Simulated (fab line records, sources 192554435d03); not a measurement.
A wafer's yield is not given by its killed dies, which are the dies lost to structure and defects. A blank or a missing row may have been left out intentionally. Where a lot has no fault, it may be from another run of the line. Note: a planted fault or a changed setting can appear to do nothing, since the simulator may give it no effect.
fab line records -- flow n5_finfet
[record] lots = 5, wafers = 15, last_day = 15
route steps=1938 shown BEOL_M5@1112 PASSIVATION@1936
lots that met no fault: from a run of the same line without faults
start_h: hours from the record's opening day to when the first of the lot's shown wafers began -- wait_h: hours elapsed since this lot's preceding step -- " repeats the value in the row above -- L1.1+2: a row that stands for several wafers -- - no value, or no start was given -- * or withheld: withheld -- < > ~ a bound
route shown NAME@n: NAME is a module with steps in the file, n the number in the route of the first one -- usual: mean/standard deviation taken from wafers without a fault -- same: alike in all rows -- chamber/n: place in a boat -- sites: each site's reading -- _std_site: their standard deviation -- _edge_site: mean of outer sites minus mean of inner sites -- radius_mm: how far each site lies from the wafer's centre -- mask NAME#n: copy n -- behind: the last tool/chamber to shape the wafer -- hold: why the lot went on hold/how many hours it stayed there/how the hold came to an end -- device: the transistor (n, p or np) that didn't switch -- end of line: at the end of the route, the tests of the same wafers -- a step with no rows: only its recipe -- killed: the dies lost at the first sort to structure and to defects; this is not the yield of the wafer -- map: a wafer's dies, x killed, . not, _ none there
set.NAME: the setting the step ran with; set.NAME@STEP: the setting that earlier step ran with -- model.NAME: the simulator's own value behind a step, which no gauge read
lots at selected steps of the route; one table per step, one row per wafer
services: a tool's chamber out of use, with start hour (start_h, from the record's first day; less than 0 if before it), hours out, and reason
[[steps]]
[step N5_BEOL_M5_ILD_DEP_00]
[recipe] material = SiCOH_lowk, target_thk_a = 1406.4, temp_c = 300, precursor = DEMS/porogen, pressure_torr = 5, rf_w = 500, time_s = 25.9
[step N5_BEOL_M5_CURE_79]
[recipe] temp_c = 385, time_s = 240, ambient = He/Ar, material = SiCOH_lowk
[step N5_BEOL_M5_PECVD_70]
[recipe] material = SiO2, target_thk_a = 160, temp_c = 400, precursor = TEOS/O2, pressure_torr = 5.5, rf_w = 450, teos_flow_sccm = 53.8, gas = O2, flow_sccm = 3000, time_s = 18
[step N5_BEOL_M5_HM_DEP_02]
[recipe] material = TiN, target_thk_a = 200, temp_c = 25, chamber_pressure_pa = 0.49996
[step N5_BEOL_M5_COAT_59]
[recipe] resist = SOC, temp_c = 250, time_s = 60, spin_rpm = 1500, resist_thk_nm = 60
[step N5_BEOL_M5_COAT_60]
[recipe] resist = SiARC, temp_c = 220, time_s = 60, spin_rpm = 1500, resist_thk_nm = 12
[step N5_BEOL_M5_COAT_71]
[recipe] resist = underlayer, temp_c = 205, time_s = 60, spin_rpm = 1500, resist_thk_nm = 5
[step N5_BEOL_M5_COAT_05]
[recipe] resist = CAR-EUV, spin_rpm = 1500, resist_thk_nm = 30
[step N5_BEOL_M5_EBR_07]
[recipe] solvent = PGMEA, ebr_width_mm = 1.5
[step N5_BEOL_M5_SOFTBAKE_06]
[recipe] temp_c = 110, time_s = 60, resist = CAR-EUV
[step N5_BEOL_M5_EXPOSE_08]
[recipe] mask_id = M5, na = 0.33, source_shape = annular, sigma_inner = 0.4, sigma_outer = 0.8, polarization = unpolarized, target_cd_nm = 28, dose_mj = 35.75
[usual] exposure_dose_mJ_cm2 = 35.73/0.049
[same] sigma_outer = 0.8
lot.wafer,tool,chamber,start_h,wait_h,mask,exposure_dose_mJ_cm2
L163.1,euv_scanner-01,0,169.38,-,M5#0,35.71
L163.2,euv_scanner-01,0,169.38,-,M5#0,35.72
L163.5,euv_scanner-01,0,169.38,-,M5#0,35.66
L164.1,euv_scanner-01,0,188.78,-,M5#0,36.61
L164.2,euv_scanner-01,0,188.78,-,M5#0,36.60
L164.5,euv_scanner-01,0,188.78,-,M5#0,36.53
L169.4,euv_scanner-01,0,211.29,-,M5#0,36.28
L169.5,euv_scanner-01,0,211.29,-,M5#0,36.32
L169.6,euv_scanner-01,0,211.29,-,M5#0,36.28
L168.3,euv_scanner-01,0,211.62,-,M5#0,36.20
L168.5,euv_scanner-01,0,211.62,-,M5#0,36.17
L168.6,euv_scanner-01,0,211.62,-,M5#0,36.14
L176.1,euv_scanner-02,0,257.72,-,M5#0,35.77
L176.2,euv_scanner-02,0,257.72,-,M5#0,35.82
L176.5,euv_scanner-02,0,257.72,-,M5#0,35.76
[step N5_BEOL_M5_PEB_09]
[recipe] peb_temp_c = 100, peb_time_s = 60, resist = CAR-EUV
[step N5_BEOL_M5_DEVELOP_10]
[recipe] develop_time_s = 30, developer = TMAH, resist = CAR-EUV, rinse_liquid = surfactant_rinse, dry = air_spin, dev_temp_c = 23
[step N5_BEOL_M5_DESCUM_16]
[recipe] chemistry = O2, time_s = 7, source_power_w = 50, bias_power_w = 20, pressure_mtorr = 20, rf_frequency_hz = 2.712e+07, temp_c = 40, resist = CAR-EUV, o2_flow_sccm = 225
[usual] drypump_motor_current_A = 5.7/0.42, o2_flow_sccm = 225.1/0.69, oes_product_au = 0.79/0.09, rf_vpp_V = 243.2/1.2, showerhead_plenum_p_Torr = 2.09/0.057, throttle_valve_pct = 20.54/0.28
[same] time_s = 7
lot.wafer,tool,chamber,start_h,wait_h,drypump_motor_current_A,o2_flow_sccm,oes_product_au,rf_hours_counter_h,rf_vpp_V,showerhead_plenum_p_Torr,throttle_valve_pct,model.BEOL_M5.cd_nm
L163.1,rie_diel-04,1,169.65,0.1,6.4,224.4,0.88,40,244.0,2.12,20.47,28
L163.2,rie_diel-04,3,169.65,0.1,5.4,225.6,0.91,26,243.0,2.15,20.34,28.4
L163.5,rie_diel-04,3,169.65,0.1,5.4,225.9,0.91,-,244.0,2.15,20.36,28.2
L164.1,rie_diel-05,2,189.28,0.3,5.9,225.5,0.80,103,244.3,2.11,20.50,28.4
L164.2,rie_diel-05,3,189.28,0.3,5.8,225.5,0.75,172,244.9,2.15,20.70,28.4
L164.5,rie_diel-05,1,189.28,0.3,5.8,224.7,0.86,-,241.9,2.02,20.04,28.2
L169.4,rie_diel-04,2,211.52,0.0,5.3,225.3,0.94,12,245.0,2.13,19.95,28.4
L169.5,rie_diel-04,0,211.52,0.0,5.4,224.8,0.76,-,243.0,2.02,20.46,28.8
L169.6,rie_diel-04,1,211.52,0.0,6.5,224.9,0.86,-,244.0,2.12,20.48,28.4
L168.3,rie_diel-05,1,211.86,0.0,5.8,224.5,0.84,48,243.0,2.02,20.08,28.2
L168.5,rie_diel-05,2,211.86,0.0,6.0,224.9,0.78,-,243.9,2.11,20.52,28.4
L168.6,rie_diel-05,1,211.86,0.0,5.8,224.7,0.85,-,242.0,2.02,20.07,28.2
L176.1,rie_diel-02,3,258.22,0.3,5.7,225.7,0.66,269,243.5,2.06,20.90,28
L176.2,rie_diel-02,2,258.22,0.3,6.0,225.0,0.72,168,243.8,2.08,20.83,28
L176.5,rie_diel-02,3,258.22,0.3,5.7,224.7,0.64,-,243.5,2.06,20.90,28
[step N5_BEOL_M5_ETCH_72]
[recipe] chemistry = N2/H2, target = underlayer, target_depth_a = 65, mask_material = CAR-EUV, time_s = 5.2, ion_energy_ev = 200, pressure_mtorr = 30, source_w = 840, bias_w = 150, n2_flow_sccm = 200, h2_flow_sccm = 200, ends = cleared
[step N5_BEOL_M5_ETCH_61]
[recipe] chemistry = CF4, target = SiARC, target_depth_a = 156, mask_material = CAR-EUV, time_s = 26, ion_energy_ev = 80, pressure_mtorr = 40, source_w = 545, bias_w = 36, Ar_flow_sccm = 100, cf4_flow_sccm = 100, ends = cleared
[step N5_BEOL_M5_ETCH_62]
[recipe] chemistry = N2/H2, target = SOC, target_depth_a = 750, overetch_a = 150, mask_material = SiARC, temp_c = 40, time_s = 112.5, ion_energy_ev = 200, pressure_mtorr = 30, source_w = 840, bias_w = 150, n2_flow_sccm = 200, h2_flow_sccm = 200
[step N5_BEOL_M5_STRIP_63]
[recipe] chemistry = N2/H2, temp_c = 40, n2_flow_sccm = 200, h2_flow_sccm = 200, rf_frequency_hz = 6e+07
[step N5_BEOL_M5_STRIP_73]
[recipe] chemistry = N2/H2, temp_c = 40, n2_flow_sccm = 200, h2_flow_sccm = 200, rf_frequency_hz = 6e+07
[step N5_BEOL_M5_STRIP_64]
[recipe] chemistry = CF4, resist = SiARC, power_w = 300, bias_power_w = 75, pressure_mtorr = 50, cf4_flow_sccm = 150, rf_frequency_hz = 6e+07
[step N5_BEOL_M5_HM_OPEN_17]
[recipe] chemistry = Cl2/BCl3, target_depth_a = 200, overetch_a = 60, target = TiN, mask_material = SOC, ion_energy_ev = 150, pressure_mtorr = 10, icp_w = 1000, bias_w = 126, Cl2_flow_sccm = 53.25, bcl3_flow_sccm = 21.75, Ar_flow_sccm = 25
[step N5_BEOL_M5_STRIP_19]
[recipe] chemistry = O2, power_w = 400, temp_c = 40, pressure_mtorr = 30, rf_frequency_hz = 6e+07, bias_power_w = 0, overash_fraction = 0.2, o2_flow_sccm = 225
[step N5_BEOL_M5_COAT_65]
[recipe] resist = SOC, temp_c = 250, time_s = 60, spin_rpm = 1500, resist_thk_nm = 60
[step N5_BEOL_M5_COAT_66]
[recipe] resist = SiARC, temp_c = 220, time_s = 60, spin_rpm = 1500, resist_thk_nm = 12
[step N5_BEOL_M5_COAT_74]
[recipe] resist = underlayer, temp_c = 205, time_s = 60, spin_rpm = 1500, resist_thk_nm = 5
[step N5_BEOL_M5_COAT_22]
[recipe] resist = CAR-EUV, spin_rpm = 1500, resist_thk_nm = 30
[step N5_BEOL_M5_EBR_24]
[recipe] solvent = PGMEA, ebr_width_mm = 1.5
[step N5_BEOL_M5_SOFTBAKE_23]
[recipe] temp_c = 110, time_s = 60, resist = CAR-EUV
[step N5_BEOL_M5_EXPOSE_25]
[recipe] mask_id = V4, na = 0.33, source_shape = quasar, sigma_inner = 0.2, sigma_outer = 0.6, polarization = unpolarized, defocus_nm = 10, dose_mj = 52.75
[step N5_BEOL_M5_PEB_26]
[recipe] peb_temp_c = 100, peb_time_s = 60, resist = CAR-EUV
[step N5_BEOL_M5_DEVELOP_27]
[recipe] develop_time_s = 30, developer = TMAH, resist = CAR-EUV, rinse_liquid = surfactant_rinse, dry = air_spin, dev_temp_c = 23
[step N5_BEOL_M5_DESCUM_33]
[recipe] chemistry = O2, time_s = 7, source_power_w = 50, bias_power_w = 20, pressure_mtorr = 20, rf_frequency_hz = 2.712e+07, temp_c = 40, resist = CAR-EUV, o2_flow_sccm = 225
[step N5_BEOL_M5_ETCH_75]
[recipe] chemistry = N2/H2, target = underlayer, target_depth_a = 65, mask_material = CAR-EUV, time_s = 5.2, ion_energy_ev = 200, pressure_mtorr = 30, source_w = 840, bias_w = 150, n2_flow_sccm = 200, h2_flow_sccm = 200, ends = cleared
[step N5_BEOL_M5_ETCH_41]
[recipe] chemistry = CH3F/O2, target = SiCN, target_depth_a = 315, taper_deg = 2, time_s = 56.7, ion_energy_ev = 120, mask_material = TiN, pressure_mtorr = 30, source_w = 395, bias_w = 75, Ar_flow_sccm = 150, CH3F_flow_sccm = 30, O2_flow_sccm = 20
[usual] drypump_motor_current_A = 5.8/0.42, oes_product_au = 0.79/0.095, rf_vpp_V = 297.5/1.4, showerhead_plenum_p_Torr = 2.00/0.058, throttle_valve_pct = 16.41/0.29
[same] time_s = 56.7
lot.wafer,tool,chamber,start_h,wait_h,drypump_motor_current_A,oes_product_au,rf_hours_counter_h,rf_vpp_V,showerhead_plenum_p_Torr,throttle_valve_pct,model.BEOL_M5.cd_nm
L163.1,rie_diel-02,0,-,-,6.1,0.68,249,298.8,2.06,16.69,27.6
L163.2,rie_diel-02,3,-,-,5.7,0.68,249,296.1,1.96,16.67,28.4
L163.5,rie_diel-02,0,-,-,6.1,0.68,-,298.6,2.06,16.69,28.4
L164.1,rie_diel-02,1,-,-,6.3,0.66,281,295.7,1.87,16.62,29
L164.2,rie_diel-02,0,-,-,6.1,0.68,257,298.6,2.05,16.71,28.4
L164.5,rie_diel-02,1,-,-,6.3,0.66,-,295.1,1.87,16.62,28.6
L169.4,rie_diel-04,1,-,-,6.5,0.86,55,297.9,2.02,16.35,28.6
L169.5,rie_diel-04,2,-,-,5.2,0.94,-,298.0,2.05,15.95,28.8
L169.6,rie_diel-04,1,-,-,6.4,0.86,-,297.5,2.02,16.34,28.6
L168.3,rie_diel-02,0,-,-,6.1,0.66,269,298.1,2.05,16.72,28.4
L168.5,rie_diel-02,3,-,-,5.7,0.68,-,296.9,1.96,16.67,29
L168.6,rie_diel-02,0,-,-,6.1,0.67,-,298.2,2.05,16.73,28.2
L176.1,rie_diel-04,2,-,-,5.3,0.91,27,299.2,2.04,15.96,27.6
L176.2,rie_diel-04,1,-,-,6.4,0.84,66,298.4,2.01,16.35,28.2
L176.5,rie_diel-04,0,-,-,5.4,0.76,-,294.6,1.92,16.31,28
[step N5_PASSIVATION_PROBE_49]
[usual] defect_limited_yield = 91.2/1.4, killed_at_M0_to_M3 = 32/10, killed_at_M4_up = 14/6.2, killed_at_contacts = 12/6.3, killed_at_front_end = 42/13, killed_at_other = 4/3.4, killed_dies = 104/17, killed_open = 67/12, killed_short = 34/8.1, sort_bin_5_function = 5.2/0.93, sort_bin_6_memory = 3.2/0.65, sort_n_pass = 1075/16, sort_yield_pct = 91.1/1.4
[same] gross_dies = 1180, killed_at_back_side = 0, sort_bin_4_leakage[%] = 0, sort_bin_8_speed[%] = 0
lot.wafer,tool,chamber,start_h,wait_h,defect_limited_yield[%],killed_at_M0_to_M3,killed_at_M4_up,killed_at_contacts,killed_at_front_end,killed_at_other,killed_dies,killed_open,killed_short,sort_bin_5_function[%],sort_bin_6_memory[%],sort_n_pass,sort_yield_pct[%]
L163.1,prober-01,-,266.43,0.0,91.9,30,19,11,31,4,95,63,32,4.5,3.3,1085,91.9
L163.2,prober-01,-,266.48,0.1,90.6,43,12,18,34,4,111,62,49,5.6,3.6,1069,90.6
L163.5,prober-01,-,266.63,0.2,92.6,25,13,8,35,6,87,51,35,4.7,2.4,1093,92.6
L164.1,prober-01,-,288.34,0.1,92.9,20,7,10,47,0,84,60,24,3.6,3.5,1096,92.9
L164.2,prober-01,-,288.39,0.1,91.7,17,15,18,47,1,98,62,26,5.0,2.2,1082,91.7
L164.5,prober-01,-,288.54,0.3,90.4,21,8,13,69,2,113,67,39,5.3,3.4,1067,90.4
L169.4,prober-01,-,306.08,0.2,93.7,21,17,5,31,0,74,49,24,3.3,2.9,1106,93.7
L169.5,prober-01,-,306.13,0.2,92.2,29,11,10,40,2,92,60,29,4.7,2.8,1088,92.2
L169.6,prober-01,-,306.18,0.3,93.1,26,7,11,35,2,81,52,23,4.0,2.4,1099,93.1
L168.5,prober-02,-,313.28,0.2,91.7,52,9,5,30,2,98,60,37,4.5,3.6,1082,91.7
// killed by level:class
L163.1 MOL_CONTACT_COAG:geometric_particle:open=11 BEOL_M0_SAQP:geometric_particle:open=9 ILD0:geometric_particle:open=6 FIN_SAQP:geometric_particle:short=5 GATE_CUT:geometric_particle:short=5 BEOL_M0_SAQP:geometric_particle:short=5 STI_FIN_REVEAL:geometric_particle:open=4 BEOL_M1:geometric_particle:open=4
L163.2 FIN_SAQP:geometric_particle:short=14 MOL_CONTACT_COAG:geometric_particle:open=14 BEOL_M1:geometric_particle:open=9 BEOL_M0_SAQP:geometric_particle:short=7 BEOL_M0_SAQP:geometric_particle:open=7 BEOL_M2:geometric_particle:open=7 BEOL_M3:geometric_particle:short=6 FIN_SAQP:geometric_particle:open=5
L163.5 FIN_SAQP:geometric_particle:short=11 BEOL_M0_SAQP:geometric_particle:open=8 MOL_CONTACT_COAG:geometric_particle:open=7 BEOL_M1:geometric_particle:open=7 BEOL_M0_SAQP:geometric_particle:short=6 GATE_CUT:geometric_particle:short=5 STI_FIN_REVEAL:geometric_particle:open=4 BEOL_M6:geometric_particle:open=4
L164.1 FIN_SAQP:geometric_particle:open=15 FIN_SAQP:geometric_particle:short=8 STI_FIN_REVEAL:geometric_particle:open=7 DUMMY_GATE:geometric_particle:open=7 BEOL_M1:geometric_particle:open=7 MOL_CONTACT_COAG:geometric_particle:open=6 BEOL_M2:geometric_particle:open=4 MOL_CONTACT_COAG:geometric_particle:short=4
L164.2 MOL_CONTACT_COAG:geometric_particle:open=13 BEOL_M4:geometric_particle:open=9 HKMG_FIN:area_etch=9 STI_FIN_REVEAL:geometric_particle:open=8 FIN_SAQP:geometric_particle:short=7 DUMMY_GATE:geometric_particle:open=7 BEOL_M3:geometric_particle:open=6 MOL_CONTACT_COAG:geometric_particle:short=5
L164.5 FIN_SAQP:geometric_particle:open=19 FIN_SAQP:geometric_particle:short=12 MOL_CONTACT_COAG:geometric_particle:open=11 STI_FIN_REVEAL:geometric_particle:open=9 HKMG_FIN:area_etch=6 GATE_CUT:geometric_particle:short=5 BEOL_M0_SAQP:geometric_particle:short=5 STI_FIN_REVEAL:geometric_particle:short=4
L169.4 BEOL_M2:geometric_particle:open=12 FIN_SAQP:geometric_particle:open=8 FIN_SAQP:geometric_particle:short=5 GATE_CUT:geometric_particle:short=5 BEOL_M4:geometric_particle:open=5 BEOL_M5:geometric_particle:open=4 STI_FIN_REVEAL:geometric_particle:open=3 GATE_CUT:geometric_particle:open=3
L169.5 FIN_SAQP:geometric_particle:open=17 MOL_CONTACT_COAG:geometric_particle:open=8 BEOL_M1:geometric_particle:open=7 GATE_CUT:geometric_particle:short=6 BEOL_M3:geometric_particle:open=6 BEOL_M2:geometric_particle:short=5 FIN_SAQP:geometric_particle:short=4 STI_FIN_REVEAL:geometric_particle:open=4
L169.6 FIN_SAQP:geometric_particle:open=10 MOL_CONTACT_COAG:geometric_particle:open=10 BEOL_M2:geometric_particle:open=6 BEOL_M2:geometric_particle:short=5 BEOL_M0_SAQP:geometric_particle:open=4 BEOL_M0_SAQP:geometric_particle:short=4 BEOL_M1:geometric_particle:open=4 STARTING-WAFER:geometric_particle:short=4
L168.5 BEOL_M0_SAQP:geometric_particle:short=15 BEOL_M0_SAQP:geometric_particle:open=14 BEOL_M3:geometric_particle:open=11 BEOL_M1:geometric_particle:open=7 GATE_CUT:geometric_particle:short=5 FIN_SAQP:geometric_particle:open=4 FIN_SAQP:geometric_particle:short=4 MOL_CONTACT_COAG:geometric_particle:open=4
[[services]]
tool,chamber,start_h,hours,kind
rie_diel-04,2,157.48,-,clean
rie_diel-04,2,157.48,-,consumable_replace:focus_ring
rie_diel-04,2,157.48,18.5,scheduled_down
rie_diel-04,2,157.48,18.5,vent_cycle
euv_scanner-02,-,184.59,1.0,pm
euv_scanner-01,-,185.66,1.2,repair
rie_diel-05,1,190.32,5.2,repair
euv_scanner-02,0,191.09,-,calibration
euv_scanner-01,-,197.07,1.0,pm
euv_scanner-01,0,233.09,-,calibration
rie_diel-05,2,233.75,3.4,repair
euv_scanner-01,-,234.10,0.9,repair
euv_scanner-01,-,240.38,4.6,pm
euv_scanner-02,-,245.00,1.0,pm
euv_scanner-01,-,253.22,1.0,pm
rie_diel-02,1,255.03,-,clean
rie_diel-02,1,255.03,-,consumable_replace:focus_ring
rie_diel-02,1,255.03,-,consumable_replace:showerhead
rie_diel-02,1,255.03,15.8,scheduled_down
rie_diel-02,1,255.03,15.8,vent_cycle
rie_diel-02,-,256.05,0.7,repair
rie_diel-02,0,260.26,18.6,repair
[[key]]
[first_sign] step = N5_BEOL_M5_EXPOSE_08, reading = exposure_dose_mJ_cm2, direction = up, sigmas = 12, usual = 35.73, struck = 36.35
effect none on later readings
[model_effect] step = N5_BEOL_M5_DESCUM_16, value = BEOL_M5.cd_nm, without = 27.96, struck = 28.38
[model_effect] step = N5_BEOL_M5_ETCH_41, value = BEOL_M5.cd_nm, without = 28.16, struck = 28.62
met_at N5_BEOL_M5_EXPOSE_08
struck_wafers L164.1,L164.2,L164.5,L168.3,L168.5,L168.6,L169.4,L169.5,L169.6
[loop_trim] step = N5_BEOL_M5_EXPOSE_08, setting = dose, lots = L168,L169
onset_between 169.38 188.78
[fault] kind = process_parameter_drift, tool = euv_scanner-01, chamber = -, onset_h = 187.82, steps = N5_BEOL_M5_EXPOSE_08, channel = dose_mj, offset = 0.93093, shape = step, acts_in = these_recipes_only, stated = 35.75
// loop_trim: a control loop set the setting to another value than it would have without faults
